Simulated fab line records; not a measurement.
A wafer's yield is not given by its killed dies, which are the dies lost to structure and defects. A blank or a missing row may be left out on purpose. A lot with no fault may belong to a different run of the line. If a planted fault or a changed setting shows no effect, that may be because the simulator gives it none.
Chamber matching | flow n5-finfet | N5_BEOL_M3_STRIP_36 on rie-diel-01 has 4 sister chambers
The step strips in N2/H2. 27 wafers are shown with their chamber, then 12 later ones without.

== WAFERS PAIRED WITH THEIR CHAMBERS ==
wafer  | chamber | drypump-motor-current-A (A) | showerhead-plenum-p-Torr (Torr) | throttle-valve-pct (%)
L075.2 | 3       | 6.6                         | 2.65                            | 24.0
L075.4 | 1       | 6.6                         | 2.40                            | 23.2
L075.6 | 3       | 6.6                         | 2.65                            | 24.0
L076.1 | 1       | 6.6                         | 2.40                            | 23.2
L076.4 | 3       | 6.6                         | 2.65                            | 24.0
L076.5 | 2       | 5.7                         | 2.48                            | 23.9
L077.1 | 2       | 5.7                         | 2.48                            | 23.9
L077.4 | 0       | 5.6                         | 2.58                            | 23.1
L077.6 | 1       | 6.6                         | 2.40                            | 23.2
L081.1 | 0       | 5.5                         | 2.58                            | 23.1
L081.2 | 3       | 6.6                         | 2.65                            | 24.1
L081.5 | 2       | 5.7                         | 2.48                            | 23.9
L083.2 | 0       | 5.6                         | 2.58                            | 23.1
L083.4 | 3       | 6.6                         | 2.64                            | 24.0
L083.6 | 0       | 5.5                         | 2.58                            | 23.1
L082.3 | 0       | 5.6                         | 2.58                            | 23.1
L082.4 | 3       | 6.6                         | 2.64                            | 24.0
L082.6 | 1       | 6.6                         | 2.39                            | 23.2
L084.2 | 1       | 6.6                         | 2.39                            | 23.2
L084.3 | 0       | 5.6                         | 2.57                            | 23.1
L084.4 | 3       | 6.6                         | 2.64                            | 24.0
L086.2 | 1       | 6.6                         | 2.39                            | 23.2
L086.3 | 0       | 5.6                         | 2.57                            | 23.1
L086.5 | 3       | 6.6                         | 2.64                            | 24.1
L089.1 | 1       | 6.6                         | 2.39                            | 23.2
L089.5 | 1       | 6.6                         | 2.39                            | 23.3
L089.6 | 0       | 5.6                         | 2.57                            | 23.1

SIGNATURES (averages over the wafers above)
reading                  | chamber 0 | chamber 1 | chamber 2 | chamber 3 | scatter within a chamber
drypump-motor-current-A  | 5.575     | 6.600     | 5.700     | 6.600     | 0.0255
showerhead-plenum-p-Torr | 2.5762    | 2.3937    | 2.4800    | 2.6450    | 0.005
throttle-valve-pct       | 23.100    | 23.212    | 23.900    | 24.025    | 0.0321
Rule: for a wafer and a chamber, the distance is found by dividing, reading by reading, the gap between the wafer's reading and the chamber's mean by the reading's scatter, squaring, summing and taking the root. If the next closest chamber is less than 2 further off than the closest, the wafer can't be placed; otherwise it belongs to the closest. The scatter: take each reading less its chamber's mean, square it, sum over the shown wafers, divide by the number of wafers less the number of chambers, and take the root.

== WAFERS MISSING THEIR CHAMBER ==
wafer  | drypump-motor-current-A (A) | showerhead-plenum-p-Torr (Torr) | throttle-valve-pct (%)
L090.3 | 6.6                         | 2.64                            | 24.1
L090.4 | 6.6                         | 2.39                            | 23.3
L090.6 | 6.6                         | 2.64                            | 24.1
L091.1 | 6.6                         | 2.64                            | 24.1
L091.5 | 6.6                         | 2.64                            | 24.1
L091.6 | 5.5                         | 2.57                            | 23.1
L094.2 | 5.7                         | 2.47                            | 23.5
L094.4 | 5.5                         | 2.56                            | 23.1
L094.5 | 6.6                         | 2.63                            | 24.1
L097.1 | 6.6                         | 2.70                            | 23.1
L097.5 | 6.6                         | 2.70                            | 23.1
L097.6 | 5.7                         | 2.47                            | 23.5

== THE CHAMBER EACH PASSED THROUGH ==
wafer  | from the rows above | in truth
L090.3 | 3                   | 3
L090.4 | 1                   | 1
L090.6 | 3                   | 3
L091.1 | 3                   | 3
L091.5 | 3                   | 3
L091.6 | 0                   | 0
L094.2 | 2                   | 2
L094.4 | 0                   | 0
L094.5 | 3                   | 3
L097.1 | 3                   | 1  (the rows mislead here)
L097.5 | 3                   | 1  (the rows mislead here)
L097.6 | 2                   | 2
Correct placement for 10 of the 12. Not placeable from these rows: 0. Placed wrongly: 2.
